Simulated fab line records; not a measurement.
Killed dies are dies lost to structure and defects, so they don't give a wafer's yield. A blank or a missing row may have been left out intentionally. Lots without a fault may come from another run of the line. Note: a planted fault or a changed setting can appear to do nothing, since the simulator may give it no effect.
Which tool is to blame? || flow n5_finfet || 12 lots, 35 wafers sampled, at 4 steps of a route of 1938

WHAT THE GAUGES READ, wafer by wafer
N5_MOL_CONTACT_COAG_CD_MEAS_99 targets a cd of 17.2 nm. Usual: 17.4 nm for cd_nm, sd 0.51.
{"lot": "L269", "measured": "day 4 16:16", "on": "cd_sem-01", "cd_nm (nm)": "17.5 17.2 17.4", "flag": ""}
{"lot": "L271", "measured": "day 5 04:37", "on": "cd_sem-02", "cd_nm (nm)": "17.3 17.7 17.2", "flag": ""}
{"lot": "L273", "measured": "day 5 16:17", "on": "cd_sem-02", "cd_nm (nm)": "18.0 17.9 17.6", "flag": ""}
{"lot": "L274", "measured": "day 6 01:40", "on": "cd_sem-01", "cd_nm (nm)": "18.3 17.6 16.8", "flag": ""}
{"lot": "L275", "measured": "day 6 03:13", "on": "cd_sem-03", "cd_nm (nm)": "16.7 17.6 17.6", "flag": ""}
{"lot": "L277", "measured": "day 6 19:16", "on": "cd_sem-03", "cd_nm (nm)": "17.4 17.3 17.2", "flag": ""}
{"lot": "L279", "measured": "day 7 08:42", "on": "cd_sem-03", "cd_nm (nm)": "18.0 16.8", "flag": ""}
{"lot": "L281", "measured": "day 7 19:14", "on": "cd_sem-01", "cd_nm (nm)": "16.5 16.6 17.2", "flag": ""}
{"lot": "L283", "measured": "day 8 04:22", "on": "cd_sem-03", "cd_nm (nm)": "17.5 17.9 17.9", "flag": ""}
{"lot": "L289", "measured": "day 9 15:52", "on": "cd_sem-02", "cd_nm (nm)": "18.5 18.1 18.1", "flag": ""}
{"lot": "L291", "measured": "day 10 05:55", "on": "cd_sem-01", "cd_nm (nm)": "16.7 17.6 17.3", "flag": ""}
{"lot": "L292", "measured": "day 10 10:38", "on": "cd_sem-03", "cd_nm (nm)": "17.0 17.2 17.3", "flag": ""}

N5_MOL_CONTACT_COAG_THK_MEAS_29. Usual: MD_CAP_THK 17.91 nm, standard deviation 0.11.
{"lot": "L269", "measured": "day 5 01:17", "on": "film_metro-02", "MD_CAP_THK (nm)": "18.03 18.06 17.99", "flag": ""}
{"lot": "L271", "measured": "day 5 15:43", "on": "film_metro-02", "MD_CAP_THK (nm)": "17.90 18.00 17.94", "flag": ""}
{"lot": "L273", "measured": "day 5 22:19", "on": "film_metro-01", "MD_CAP_THK (nm)": "17.80 17.97 17.81", "flag": ""}
{"lot": "L274", "measured": "day 6 08:26", "on": "film_metro-02", "MD_CAP_THK (nm)": "17.70 17.67 17.89", "flag": ""}
{"lot": "L275", "measured": "day 6 11:20", "on": "film_metro-01", "MD_CAP_THK (nm)": "17.90 17.87 17.94", "flag": ""}
{"lot": "L277", "measured": "day 7 03:12", "on": "film_metro-02", "MD_CAP_THK (nm)": "18.06 17.77 17.82", "flag": ""}
{"lot": "L279", "measured": "day 7 16:04", "on": "film_metro-01", "MD_CAP_THK (nm)": "17.72 17.87", "flag": ""}
{"lot": "L281", "measured": "day 8 05:40", "on": "film_metro-02", "MD_CAP_THK (nm)": "17.97 17.89 17.79", "flag": ""}
{"lot": "L283", "measured": "day 8 13:19", "on": "film_metro-02", "MD_CAP_THK (nm)": "17.78 17.85 18.04", "flag": ""}
{"lot": "L289", "measured": "day 9 22:27", "on": "film_metro-02", "MD_CAP_THK (nm)": "17.82 17.95 17.98", "flag": ""}
{"lot": "L291", "measured": "day 10 15:11", "on": "film_metro-02", "MD_CAP_THK (nm)": "18.00 17.99 17.92", "flag": ""}
{"lot": "L292", "measured": "day 10 17:59", "on": "film_metro-01", "MD_CAP_THK (nm)": "17.98 18.14 17.93", "flag": ""}

EACH LOT AND THE TOOL THAT RAN IT (in order: tool; ch and the chambers of the sampled wafers; start)
{"lot": "L269", "N5_MOL_CONTACT_COAG_TI_SIL_19": "pvd_sputter-01, day 4 16:54", "N5_MOL_CONTACT_COAG_ALD_27": "ald_sin-04 ch 1,2, day 4 23:25"}
{"lot": "L271", "N5_MOL_CONTACT_COAG_TI_SIL_19": "pvd_sputter-01, day 5 05:23", "N5_MOL_CONTACT_COAG_ALD_27": "ald_sin-04 ch 0,1,2, day 5 13:28"}
{"lot": "L273", "N5_MOL_CONTACT_COAG_TI_SIL_19": "pvd_sputter-01, day 5 16:45", "N5_MOL_CONTACT_COAG_ALD_27": "ald_sin-04 ch 1,2, day 5 20:26"}
{"lot": "L274", "N5_MOL_CONTACT_COAG_TI_SIL_19": "pvd_sputter-01, day 6 02:10", "N5_MOL_CONTACT_COAG_ALD_27": "ald_sin-04 ch 0,2, day 6 06:34"}
{"lot": "L275", "N5_MOL_CONTACT_COAG_TI_SIL_19": "pvd_sputter-01, day 6 03:40", "N5_MOL_CONTACT_COAG_ALD_27": "ald_sin-02 ch 0,1, day 6 09:29"}
{"lot": "L277", "N5_MOL_CONTACT_COAG_TI_SIL_19": "pvd_sputter-03, day 6 19:47", "N5_MOL_CONTACT_COAG_ALD_27": "ald_sin-03 ch 1,3, day 7 01:10"}
{"lot": "L279", "N5_MOL_CONTACT_COAG_TI_SIL_19": "pvd_sputter-02, day 7 09:11", "N5_MOL_CONTACT_COAG_ALD_27": "ald_sin-03 ch 0,3, day 7 14:12"}
{"lot": "L281", "N5_MOL_CONTACT_COAG_TI_SIL_19": "pvd_sputter-02, day 7 19:50", "N5_MOL_CONTACT_COAG_ALD_27": "ald_sin-02 ch 1,2, day 8 03:49"}
{"lot": "L283", "N5_MOL_CONTACT_COAG_TI_SIL_19": "pvd_sputter-03, day 8 06:02", "N5_MOL_CONTACT_COAG_ALD_27": "ald_sin-04 ch 1,2,3, day 8 11:26"}
{"lot": "L289", "N5_MOL_CONTACT_COAG_TI_SIL_19": "pvd_sputter-03, day 9 16:20", "N5_MOL_CONTACT_COAG_ALD_27": "ald_sin-03 ch 0,1,3, day 9 20:26"}
{"lot": "L291", "N5_MOL_CONTACT_COAG_TI_SIL_19": "pvd_sputter-03, day 10 07:50", "N5_MOL_CONTACT_COAG_ALD_27": "ald_sin-03 ch 1,2, day 10 13:20"}
{"lot": "L292", "N5_MOL_CONTACT_COAG_TI_SIL_19": "pvd_sputter-02, day 10 11:46", "N5_MOL_CONTACT_COAG_ALD_27": "ald_sin-03 ch 0,1,3, day 10 16:07"}
- N5_MOL_CONTACT_COAG_TI_SIL_19: material Ti, target thk 4.2 nm, time 15 s.
- N5_MOL_CONTACT_COAG_ALD_27: deposits SiOC, target thk 17 nm, pulse time 1.5 s, time 2720 s.

AS READ BY THE TOOLS THEMSELVES (means over the sampled wafers that have a number; for cases with no such wafer, the mark the record gives instead)
N5_MOL_CONTACT_COAG_TI_SIL_19. Usual: cathode_dc_power_W 4999.9 W, standard deviation 0.96; throttle_valve_pct 29.6 %, standard deviation 0.69.
{"lot": "L269", "tool": "pvd_sputter-01", "cathode_dc_power_W (W)": 4999.5, "throttle_valve_pct (%)": 29.4, "flag": ""}
{"lot": "L271", "tool": "pvd_sputter-01", "cathode_dc_power_W (W)": 4998.8, "throttle_valve_pct (%)": 29.0, "flag": ""}
{"lot": "L273", "tool": "pvd_sputter-01", "cathode_dc_power_W (W)": 4999.5, "throttle_valve_pct (%)": 29.0, "flag": ""}
{"lot": "L274", "tool": "pvd_sputter-01", "cathode_dc_power_W (W)": 5000.6, "throttle_valve_pct (%)": 29.7, "flag": ""}
{"lot": "L275", "tool": "pvd_sputter-01", "cathode_dc_power_W (W)": 4999.9, "throttle_valve_pct (%)": 29.5, "flag": ""}
{"lot": "L277", "tool": "pvd_sputter-03", "cathode_dc_power_W (W)": 5000.2, "throttle_valve_pct (%)": 30.2, "flag": ""}
{"lot": "L279", "tool": "pvd_sputter-02", "cathode_dc_power_W (W)": 5000.1, "throttle_valve_pct (%)": 29.1, "flag": ""}
{"lot": "L281", "tool": "pvd_sputter-02", "cathode_dc_power_W (W)": 5000.3, "throttle_valve_pct (%)": 29.8, "flag": ""}
{"lot": "L283", "tool": "pvd_sputter-03", "cathode_dc_power_W (W)": 4999.6, "throttle_valve_pct (%)": 30.3, "flag": ""}
{"lot": "L289", "tool": "pvd_sputter-03", "cathode_dc_power_W (W)": 5000.6, "throttle_valve_pct (%)": 29.6, "flag": ""}
{"lot": "L291", "tool": "pvd_sputter-03", "cathode_dc_power_W (W)": 4999.7, "throttle_valve_pct (%)": 29.9, "flag": ""}
{"lot": "L292", "tool": "pvd_sputter-02", "cathode_dc_power_W (W)": 4999.9, "throttle_valve_pct (%)": 30.0, "flag": ""}

N5_MOL_CONTACT_COAG_ALD_27. Usual: heater_power_outer_w 518 W, standard deviation 46; heater_power_w 833 W, standard deviation 75; precursor_pulse_height_rel 1.000, standard deviation 0.019; run_length_s 2769.7 s, standard deviation 0.53.
{"lot": "L269", "tool": "ald_sin-04", "heater_power_outer_w (W)": 524, "heater_power_w (W)": 828, "precursor_pulse_height_rel": 1.007, "run_length_s (s)": 2769.7, "flag": ""}
{"lot": "L271", "tool": "ald_sin-04", "heater_power_outer_w (W)": 521, "heater_power_w (W)": 832, "precursor_pulse_height_rel": 0.999, "run_length_s (s)": 2770.0, "flag": ""}
{"lot": "L273", "tool": "ald_sin-04", "heater_power_outer_w (W)": 533, "heater_power_w (W)": 831, "precursor_pulse_height_rel": 0.997, "run_length_s (s)": 2769.7, "flag": ""}
{"lot": "L274", "tool": "ald_sin-04", "heater_power_outer_w (W)": 513, "heater_power_w (W)": 829, "precursor_pulse_height_rel": 0.992, "run_length_s (s)": 2770.0, "flag": ""}
{"lot": "L275", "tool": "ald_sin-02", "heater_power_outer_w (W)": 550, "heater_power_w (W)": 820, "precursor_pulse_height_rel": 0.993, "run_length_s (s)": 2770.0, "flag": ""}
{"lot": "L277", "tool": "ald_sin-03", "heater_power_outer_w (W)": 498, "heater_power_w (W)": 795, "precursor_pulse_height_rel": 0.989, "run_length_s (s)": 2769.4, "flag": ""}
{"lot": "L279", "tool": "ald_sin-03", "heater_power_outer_w (W)": 532, "heater_power_w (W)": 878, "precursor_pulse_height_rel": 1.018, "run_length_s (s)": 2769.9, "flag": ""}
{"lot": "L281", "tool": "ald_sin-02", "heater_power_outer_w (W)": 525, "heater_power_w (W)": 833, "precursor_pulse_height_rel": 0.987, "run_length_s (s)": 2769.6, "flag": ""}
{"lot": "L283", "tool": "ald_sin-04", "heater_power_outer_w (W)": 519, "heater_power_w (W)": 828, "precursor_pulse_height_rel": 0.992, "run_length_s (s)": 2940.1, "flag": "OFF"}
{"lot": "L289", "tool": "ald_sin-03", "heater_power_outer_w (W)": 510, "heater_power_w (W)": 836, "precursor_pulse_height_rel": 1.007, "run_length_s (s)": 2769.6, "flag": ""}
{"lot": "L291", "tool": "ald_sin-03", "heater_power_outer_w (W)": 477, "heater_power_w (W)": 754, "precursor_pulse_height_rel": 0.993, "run_length_s (s)": 2770.0, "flag": ""}
{"lot": "L292", "tool": "ald_sin-03", "heater_power_outer_w (W)": 509, "heater_power_w (W)": 820, "precursor_pulse_height_rel": 1.004, "run_length_s (s)": 2769.5, "flag": ""}

THE ANSWER, worked out from the rows above alone
Rule: lot off if the mean of its wafers having a number is beyond 3 standard deviations from the usual mean. Also off: a lot with no number at a reading for which 4 or more lots have one. Any other lot the step has rows for is counted as sound. Order of review: gauges by route order, followed by the tools' own readings, for which a lot's mean as printed above is used. The first step at which some lot is off is used, and at that step the reading that is off furthest; a lot without a number counts as furthest.
Off at N5_MOL_CONTACT_COAG_ALD_27 (run_length_s): L283.
A tool fits if, at that step or a process step before it, it ran every lot that is off, and no sound lot after the first of them. One fits: N5_MOL_CONTACT_COAG_ALD_27 on ald_sin-04. Its last sound lot is L274 (day 6 06:34), its first lot that is off L283 (day 8 11:26): a fault that began between those two fits.
The tool's own readings at N5_MOL_CONTACT_COAG_ALD_27 bear it out: on the lots that are off they differ by more than 5 times the standard deviation of the sound lots' means. run_length_s reads 2940.1 s there against 2769.8 s on the sound lots.

WHAT THE SIMULATOR HAD PUT IN
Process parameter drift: ald_sin-04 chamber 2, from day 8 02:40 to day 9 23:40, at N5_MOL_CONTACT_COAG_ALD_27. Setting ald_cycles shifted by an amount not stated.
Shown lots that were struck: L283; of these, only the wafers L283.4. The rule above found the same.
